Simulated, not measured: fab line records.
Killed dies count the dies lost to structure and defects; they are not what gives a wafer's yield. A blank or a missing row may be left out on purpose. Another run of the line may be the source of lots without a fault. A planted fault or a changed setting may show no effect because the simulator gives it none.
Which tool was responsible? | flow n5_finfet | 24 lots with 72 wafers sampled at 6 steps, on a route of 1938 steps

## WHAT THE GAUGES SHOWED, per wafer
N5_FIN_CUT_CD_MEAS_08: target cd 29.1 nm. Usual: 29.06 nm for cd_nm, sd 0.23.
lot  | measured    | on        | cd_nm (nm)        | flag
L074 | day 2 02:22 | cd_sem-02 | 28.90 29.06 28.73 |
L075 | day 2 08:55 | cd_sem-02 | 28.77 29.31 29.16 |
L076 | day 2 15:19 | cd_sem-01 | 28.91 29.22 28.94 |
L077 | day 2 21:07 | cd_sem-02 | 29.04 28.85 29.30 |
L078 | day 3 03:02 | cd_sem-02 | 29.07 28.69 28.58 |
L079 | day 3 09:05 | cd_sem-02 | 29.30 29.00 29.47 |
L080 | day 3 15:56 | cd_sem-01 | 28.91 29.28 29.31 |
L081 | day 3 21:11 | cd_sem-02 | 29.32 28.78 29.42 |
L082 | day 4 03:02 | cd_sem-01 | 29.37 28.95 28.99 |
L083 | day 4 10:15 | cd_sem-03 | 28.78 28.80 28.95 |
L084 | day 4 14:25 | cd_sem-03 | 29.40 29.13 29.02 |
L085 | day 4 21:08 | cd_sem-02 | 28.65 29.21 29.38 |
L086 | day 5 02:54 | cd_sem-02 | 29.16 28.98 29.01 |
L087 | day 5 10:22 | cd_sem-01 | 28.84 29.18 28.49 |
L088 | day 5 18:20 | cd_sem-03 | 29.33 29.14 29.33 |
L089 | day 6 01:22 | cd_sem-01 | 29.15 29.14 29.16 |
L090 | day 6 07:03 | cd_sem-02 | 28.88 29.02 28.98 |
L091 | day 6 09:35 | cd_sem-02 | 29.25 28.80 29.35 |
L092 | day 6 14:32 | cd_sem-02 | 29.06 28.78 29.12 |
L093 | day 6 22:01 | cd_sem-02 | 29.32 29.16 29.24 |
L094 | day 7 03:02 | cd_sem-01 | 29.32 28.97 29.18 |
L095 | day 7 09:01 | cd_sem-02 | 29.21 29.40 29.12 |
L096 | day 7 15:31 | cd_sem-02 | 29.03 28.88 28.93 |
L097 | day 7 20:29 | cd_sem-02 | 29.07 28.81 29.10 |

## WHAT TOOL EACH LOT RAN ON (gives the tool, then ch and the chambers of the sampled wafers, and finally the start)
lot  | N5_PMOS_HMC_CHANNEL_EPI_HM_DEP_34 | N5_PMOS_HMC_CHANNEL_EPI_EPI_26 | N5_FIN_SAQP_PECVD_48           | N5_FIN_SAQP_RECESS_75             | N5_FIN_SAQP_SPACER2_ALD_28
L074 | pecvd-04 ch 0,1,2, day 1 17:02    | epi_rpcvd-01 ch 0, day 1 19:54 | pecvd-01 ch 0,1,2, day 1 21:06 | vapor_etch-01 ch 0,1, day 1 22:29 | ald_sin-04 ch 0,1,3, day 2 00:50
L075 | pecvd-04 ch 0,2, day 1 22:53      | epi_rpcvd-04 ch 0, day 2 02:11 | pecvd-01 ch 0,1,2, day 2 03:11 | vapor_etch-02 ch 0,1, day 2 04:44 | ald_sin-02 ch 2,3, day 2 07:13
L076 | pecvd-01 ch 1,2, day 2 05:05      | epi_rpcvd-01 ch 0, day 2 08:18 | pecvd-03 ch 0,1, day 2 09:48   | vapor_etch-01 ch 1, day 2 11:09   | ald_sin-04 ch 2,3, day 2 13:44
L077 | pecvd-04 ch 0,2, day 2 11:14      | epi_rpcvd-01 ch 0, day 2 14:36 | pecvd-01 ch 0,1,2, day 2 15:43 | vapor_etch-01 ch 0,1, day 2 17:07 | ald_sin-04 ch 0,2,3, day 2 19:34
L078 | pecvd-02 ch 0,2, day 2 16:55      | epi_rpcvd-01 ch 0, day 2 20:05 | pecvd-03 ch 0,1, day 2 21:19   | vapor_etch-02 ch 0,1, day 2 22:48 | ald_sin-03 ch 0,1,2, day 3 01:30
L079 | pecvd-01 ch 0,1, day 2 23:04      | epi_rpcvd-04 ch 0, day 3 02:28 | pecvd-03 ch 0,2, day 3 03:34   | vapor_etch-02 ch 0,1, day 3 05:08 | ald_sin-02 ch 2,3, day 3 07:20
L080 | pecvd-01 ch 0,2, day 3 04:45      | epi_rpcvd-02 ch 0, day 3 07:57 | pecvd-01 ch 0,1, day 3 09:40   | vapor_etch-01 ch 0,1, day 3 11:07 | ald_sin-02 ch 1,2,3, day 3 14:23
L081 | pecvd-02 ch 0,2, day 3 11:14      | epi_rpcvd-01 ch 0, day 3 14:12 | pecvd-02 ch 1,2, day 3 15:38   | vapor_etch-01 ch 0,1, day 3 16:56 | ald_sin-03 ch 2,3, day 3 19:35
L082 | pecvd-02 ch 0,2, day 3 16:59      | epi_rpcvd-04 ch 0, day 3 20:14 | pecvd-02 ch 0,1,2, day 3 21:33 | vapor_etch-02 ch 0,1, day 3 23:08 | ald_sin-03 ch 1,2, day 4 01:35
L083 | pecvd-01 ch 1,2, day 3 23:34      | epi_rpcvd-01 ch 0, day 4 02:47 | pecvd-03 ch 0,1, day 4 04:13   | vapor_etch-02 ch 0,1, day 4 05:59 | ald_sin-03 ch 0,1,2, day 4 08:40
L084 | pecvd-02 ch 0,1,2, day 4 04:56    | epi_rpcvd-02 ch 0, day 4 07:49 | pecvd-01 ch 0,1,2, day 4 08:53 | vapor_etch-01 ch 0,1, day 4 10:34 | ald_sin-02 ch 0,1,2, day 4 12:53
L085 | pecvd-02 ch 0,1,2, day 4 10:59    | epi_rpcvd-04 ch 0, day 4 13:59 | pecvd-01 ch 0,1,2, day 4 14:55 | vapor_etch-02 ch 0,1, day 4 16:27 | ald_sin-02 ch 0,3, day 4 19:38
L086 | pecvd-04 ch 1,2, day 4 16:35      | epi_rpcvd-02 ch 0, day 4 19:51 | pecvd-01 ch 0,2, day 4 21:14   | vapor_etch-01 ch 0,1, day 4 22:41 | ald_sin-02 ch 0,1,3, day 5 01:29
L087 | pecvd-02 ch 0,2, day 4 23:40      | epi_rpcvd-04 ch 0, day 5 02:43 | pecvd-02 ch 0,1, day 5 04:53   | vapor_etch-01 ch 0,1, day 5 06:26 | ald_sin-03 ch 1,2,3, day 5 08:43
L088 | pecvd-01 ch 0,2, day 5 06:01      | epi_rpcvd-01 ch 0, day 5 09:07 | pecvd-01 ch 0,1, day 5 10:07   | vapor_etch-02 ch 0,1, day 5 13:06 | ald_sin-02 ch 0,2,3, day 5 16:07
L089 | pecvd-02 ch 1,2, day 5 12:26      | epi_rpcvd-04 ch 0, day 5 15:56 | pecvd-02 ch 1,2, day 5 17:02   | vapor_etch-02 ch 0,1, day 5 21:18 | ald_sin-04 ch 0,1,3, day 5 23:44
L090 | pecvd-04 ch 1,2, day 5 21:02      | epi_rpcvd-01 ch 0, day 6 00:22 | pecvd-02 ch 0,1,2, day 6 01:27 | vapor_etch-01 ch 0,1, day 6 02:58 | ald_sin-03 ch 1,2,3, day 6 05:18
L091 | pecvd-01 ch 0,1,2, day 6 00:26    | epi_rpcvd-01 ch 0, day 6 03:12 | pecvd-03 ch 0,1, day 6 04:28   | vapor_etch-01 ch 0,1, day 6 05:45 | ald_sin-03 ch 1,2,3, day 6 08:10
L092 | pecvd-01 ch 0,2, day 6 05:14      | epi_rpcvd-04 ch 0, day 6 08:13 | pecvd-01 ch 0,2, day 6 09:14   | vapor_etch-01 ch 0,1, day 6 10:39 | ald_sin-02 ch 0,2, day 6 12:59
L093 | pecvd-01 ch 0,2, day 6 11:29      | epi_rpcvd-04 ch 0, day 6 14:17 | pecvd-01 ch 0,1, day 6 15:25   | vapor_etch-01 ch 0,1, day 6 17:04 | ald_sin-04 ch 0,2,3, day 6 19:58
L094 | pecvd-01 ch 0,1, day 6 17:13      | epi_rpcvd-01 ch 0, day 6 20:11 | pecvd-02 ch 0,1,2, day 6 21:16 | vapor_etch-02 ch 0, day 6 22:58   | ald_sin-03 ch 0,2,3, day 7 01:33
L095 | pecvd-04 ch 0,1,2, day 6 23:29    | epi_rpcvd-01 ch 0, day 7 02:25 | pecvd-01 ch 0,2, day 7 03:50   | vapor_etch-01 ch 0,1, day 7 05:07 | ald_sin-04 ch 2,3, day 7 07:29
L096 | pecvd-01 ch 0,1,2, day 7 04:59    | epi_rpcvd-04 ch 0, day 7 08:19 | pecvd-01 ch 1,2, day 7 09:20   | vapor_etch-01 ch 0,1, day 7 11:21 | ald_sin-02 ch 0,1,3, day 7 14:05
L097 | pecvd-04 ch 0,1,2, day 7 10:36    | epi_rpcvd-01 ch 0, day 7 13:55 | pecvd-01 ch 0,1,2, day 7 14:57 | vapor_etch-02 ch 0,1, day 7 16:22 | ald_sin-03 ch 1,3, day 7 18:58
- N5_PMOS_HMC_CHANNEL_EPI_HM_DEP_34: deposits SiO2 from TEOS/O2, target thk 36 nm, time 6.9 s.
- N5_PMOS_HMC_CHANNEL_EPI_EPI_26: deposits Si from SiH4/H2, target thk 3.8 nm, time 22.7 s.
- N5_FIN_SAQP_PECVD_48: deposits SiNx from SiH4/NH3/N2, target thk 25 nm, time 22.1 s.
- N5_FIN_SAQP_RECESS_75: chemistry HF/NH3, target SiO2, target depth 14.4 nm, afs cycles 3, sublimation time 60 s.
- N5_FIN_SAQP_SPACER2_ALD_28: deposits SiO2, target thk 8.1 nm, pulse time 1 s, purge time 2 s.

## AS READ BY THE TOOLS THEMSELVES (means over the sampled wafers that have a number; for cases with no such wafer, the mark the record gives instead)
N5_PMOS_HMC_CHANNEL_EPI_HM_DEP_34. Usual: heater_power_outer_w 312 W, standard deviation 66; heater_power_w 555 W, standard deviation 81; showerhead_plenum_p_Torr 8.34 Torr, standard deviation 0.038; throttle_valve_pct 18.3 %, standard deviation 0.99.
lot  | tool     | heater_power_outer_w (W) | heater_power_w (W) | showerhead_plenum_p_Torr (Torr) | throttle_valve_pct (%) | flag
L074 | pecvd-04 | 306                      | 550                | 8.38                            | 18.6                   |
L075 | pecvd-04 | 266                      | 504                | 8.36                            | 17.6                   |
L076 | pecvd-01 | 286                      | 525                | 8.29                            | 19.1                   |
L077 | pecvd-04 | 225                      | 448                | 8.36                            | 17.4                   |
L078 | pecvd-02 | 374                      | 641                | 8.36                            | 18.0                   |
L079 | pecvd-01 | 258                      | 509                | 8.29                            | 18.1                   |
L080 | pecvd-01 | 323                      | 554                | 8.33                            | 17.6                   |
L081 | pecvd-02 | 388                      | 651                | 8.36                            | 17.8                   |
L082 | pecvd-02 | 361                      | 631                | 8.35                            | 18.3                   |
L083 | pecvd-01 | 322                      | 574                | 8.29                            | 19.0                   |
L084 | pecvd-02 | 432                      | 709                | 8.36                            | 18.4                   |
L085 | pecvd-02 | 390                      | 655                | 8.37                            | 18.4                   |
L086 | pecvd-04 | 272                      | 520                | 8.38                            | 19.7                   |
L087 | pecvd-02 | 379                      | 646                | 8.36                            | 18.0                   |
L088 | pecvd-01 | 294                      | 536                | 8.33                            | 17.8                   |
L089 | pecvd-02 | 422                      | 684                | 8.36                            | 17.7                   |
L090 | pecvd-04 | 297                      | 552                | 8.38                            | 19.7                   |
L091 | pecvd-01 | 252                      | 476                | 8.32                            | 18.3                   |
L092 | pecvd-01 | 301                      | 539                | 8.34                            | 17.9                   |
L093 | pecvd-01 | 311                      | 528                | 8.34                            | 17.9                   |
L094 | pecvd-01 | 224                      | 455                | 8.29                            | 18.3                   |
L095 | pecvd-04 | 280                      | 525                | 8.37                            | 18.5                   |
L096 | pecvd-01 | 290                      | 530                | 8.31                            | 18.6                   |
L097 | pecvd-04 | 275                      | 520                | 8.37                            | 18.7                   |

N5_PMOS_HMC_CHANNEL_EPI_EPI_26. Usual: 11.2 % for throttle_valve_pct, sd 0.44.
lot  | tool         | throttle_valve_pct (%) | flag
L074 | epi_rpcvd-01 | 11.0                   |
L075 | epi_rpcvd-04 | 11.5                   |
L076 | epi_rpcvd-01 | 10.8                   |
L077 | epi_rpcvd-01 | 10.8                   |
L078 | epi_rpcvd-01 | 10.6                   |
L079 | epi_rpcvd-04 | 11.6                   |
L080 | epi_rpcvd-02 | 11.8                   |
L081 | epi_rpcvd-01 | 10.7                   |
L082 | epi_rpcvd-04 | 11.4                   |
L083 | epi_rpcvd-01 | 10.8                   |
L084 | epi_rpcvd-02 | 11.8                   |
L085 | epi_rpcvd-04 | 11.5                   |
L086 | epi_rpcvd-02 | 11.8                   |
L087 | epi_rpcvd-04 | 11.6                   |
L088 | epi_rpcvd-01 | 10.7                   |
L089 | epi_rpcvd-04 | 11.6                   |
L090 | epi_rpcvd-01 | 10.9                   |
L091 | epi_rpcvd-01 | 10.8                   |
L092 | epi_rpcvd-04 | 11.6                   |
L093 | epi_rpcvd-04 | 11.5                   |
L094 | epi_rpcvd-01 | 10.7                   |
L095 | epi_rpcvd-01 | 10.6                   |
L096 | epi_rpcvd-04 | 11.4                   |
L097 | epi_rpcvd-01 | 10.8                   |

N5_FIN_SAQP_PECVD_48. Usual: heater_power_outer_w 479 W, standard deviation 65; heater_power_w 774 W, standard deviation 78; showerhead_plenum_p_Torr 5.09 Torr, standard deviation 0.078; throttle_valve_pct 39.3 %, standard deviation 1.7.
lot  | tool     | heater_power_outer_w (W) | heater_power_w (W) | showerhead_plenum_p_Torr (Torr) | throttle_valve_pct (%) | flag
L074 | pecvd-01 | 472                      | 766                | 5.07                            | 39.4                   |
L075 | pecvd-01 | 439                      | 722                | 5.08                            | 39.4                   |
L076 | pecvd-03 | 499                      | 782                | 5.02                            | 39.4                   |
L077 | pecvd-01 | 445                      | 733                | 5.08                            | 39.4                   |
L078 | pecvd-03 | 468                      | 756                | 5.01                            | 39.6                   |
L079 | pecvd-03 | 475                      | 788                | 5.07                            | 38.3                   |
L080 | pecvd-01 | 403                      | 686                | 5.07                            | 39.0                   |
L081 | pecvd-02 | 558                      | 866                | 5.18                            | 39.1                   |
L082 | pecvd-02 | 559                      | 863                | 5.16                            | 39.2                   |
L083 | pecvd-03 | 462                      | 723                | 5.01                            | 39.5                   |
L084 | pecvd-01 | 451                      | 739                | 5.07                            | 39.5                   |
L085 | pecvd-01 | 422                      | 710                | 5.08                            | 39.4                   |
L086 | pecvd-01 | 437                      | 726                | 5.12                            | 38.1                   |
L087 | pecvd-02 | 543                      | 838                | 5.17                            | 40.5                   |
L088 | pecvd-01 | 378                      | 659                | 5.07                            | 39.2                   |
L089 | pecvd-02 | 523                      | 816                | 5.18                            | 39.3                   |
L090 | pecvd-02 | 529                      | 827                | 5.17                            | 39.3                   |
L091 | pecvd-03 | 525                      | 816                | 5.02                            | 39.6                   |
L092 | pecvd-01 | 458                      | 731                | 5.13                            | 38.3                   |
L093 | pecvd-01 | 408                      | 694                | 5.03                            | 40.7                   |
L094 | pecvd-02 | 547                      | 875                | 5.16                            | 39.4                   |
L095 | pecvd-01 | 471                      | 776                | 5.12                            | 38.2                   |
L096 | pecvd-01 | 452                      | 726                | 5.08                            | 39.6                   |
L097 | pecvd-01 | 440                      | 730                | 5.08                            | 39.5                   |

N5_FIN_SAQP_RECESS_75. Usual: drypump_motor_current_A 5.9 A, standard deviation 0.31; foreline_p_Torr 0.1281 Torr, standard deviation 0.00045; temp_c 30.00 C, standard deviation 0.11.
lot  | tool          | drypump_motor_current_A (A) | foreline_p_Torr (Torr) | temp_c (C) | flag
L074 | vapor_etch-01 | 5.7                         | 0.1280                 | 29.99      |
L075 | vapor_etch-02 | 6.2                         | 0.1280                 | 30.12      |
L076 | vapor_etch-01 | 5.8                         | 0.1284                 | 30.08      |
L077 | vapor_etch-01 | 5.6                         | 0.1278                 | 29.96      |
L078 | vapor_etch-02 | 6.1                         | 0.1279                 | 30.03      |
L079 | vapor_etch-02 | 6.2                         | 0.1283                 | 29.85      |
L080 | vapor_etch-01 | 5.7                         | 0.1278                 | 29.94      |
L081 | vapor_etch-01 | 5.6                         | 0.1283                 | 30.01      |
L082 | vapor_etch-02 | 6.2                         | 0.1283                 | 29.99      |
L083 | vapor_etch-02 | 6.1                         | 0.1284                 | 30.03      |
L084 | vapor_etch-01 | 5.6                         | 0.1283                 | 29.98      |
L085 | vapor_etch-02 | 6.1                         | 0.1276                 | 29.95      |
L086 | vapor_etch-01 | 5.6                         | 0.1280                 | 30.06      |
L087 | vapor_etch-01 | 5.7                         | 0.1280                 | 29.95      |
L088 | vapor_etch-02 | 6.1                         | 0.1282                 | 30.02      |
L089 | vapor_etch-02 | 6.1                         | 0.1282                 | 29.96      |
L090 | vapor_etch-01 | 5.6                         | 0.1278                 | 30.00      |
L091 | vapor_etch-01 | 5.6                         | 0.1280                 | 30.07      |
L092 | vapor_etch-01 | 5.6                         | 0.1279                 | 29.85      |
L093 | vapor_etch-01 | 5.7                         | 0.1280                 | 30.04      |
L094 | vapor_etch-02 | 6.4                         | 0.1279                 | 30.04      |
L095 | vapor_etch-01 | 5.7                         | 0.1281                 | 30.11      |
L096 | vapor_etch-01 | 5.6                         | 0.1279                 | 29.97      |
L097 | vapor_etch-02 | 6.2                         | 0.1280                 | 30.04      |

N5_FIN_SAQP_SPACER2_ALD_28. Usual: heater_power_outer_w 283 W, standard deviation 36; heater_power_w 499 W, standard deviation 55; precursor_pulse_height_rel 0.998, standard deviation 0.02.
lot  | tool       | heater_power_outer_w (W) | heater_power_w (W) | precursor_pulse_height_rel | flag
L074 | ald_sin-04 | 276                      | 518                | 1.007                      |
L075 | ald_sin-02 | 281                      | 459                | 0.985                      |
L076 | ald_sin-04 | 278                      | 496                | 1.018                      |
L077 | ald_sin-04 | 267                      | 482                | 1.003                      |
L078 | ald_sin-03 | 319                      | 567                | 0.997                      |
L079 | ald_sin-02 | 266                      | 473                | 1.002                      |
L080 | ald_sin-02 | 285                      | 468                | 0.989                      |
L081 | ald_sin-03 | 304                      | 536                | 0.971                      |
L082 | ald_sin-03 | 341                      | 585                | 1.000                      |
L083 | ald_sin-03 | 320                      | 557                | 1.001                      |
L084 | ald_sin-02 | 258                      | 460                | 1.020                      |
L085 | ald_sin-02 | 244                      | 428                | 0.978                      |
L086 | ald_sin-02 | 268                      | 449                | 0.999                      |
L087 | ald_sin-03 | 317                      | 549                | 1.004                      |
L088 | ald_sin-02 | 257                      | 457                | 0.988                      |
L089 | ald_sin-04 | 268                      | 513                | 0.989                      |
L090 | ald_sin-03 | 322                      | 550                | 1.012                      |
L091 | ald_sin-03 | 317                      | 545                | 1.012                      |
L092 | ald_sin-02 | 231                      | 436                | 0.999                      |
L093 | ald_sin-04 | 265                      | 494                | 0.994                      |
L094 | ald_sin-03 | 292                      | 522                | 0.986                      |
L095 | ald_sin-04 | 276                      | 497                | 0.995                      |
L096 | ald_sin-02 | 265                      | 449                | 0.987                      |
L097 | ald_sin-03 | 334                      | 560                | 1.008                      |

## THE ANSWER, worked out from the rows above alone
Rule: a lot is off if the mean of its wafers that have a number lies more than 3 standard deviations from the usual mean. A lot without any number at a reading at which 4 lots or more have one is off too. Any other lot the step has rows for is counted as sound. The gauges are gone through in route order, then the tools' own readings, and for those a lot's mean is taken as printed above. At the first step where some lot is off, the reading lying furthest off is the one used; lots without a number count as furthest.
No lot is off at any reading shown: from this, nothing can be told.

## WHAT HAD BEEN PUT IN BY THE SIMULATOR
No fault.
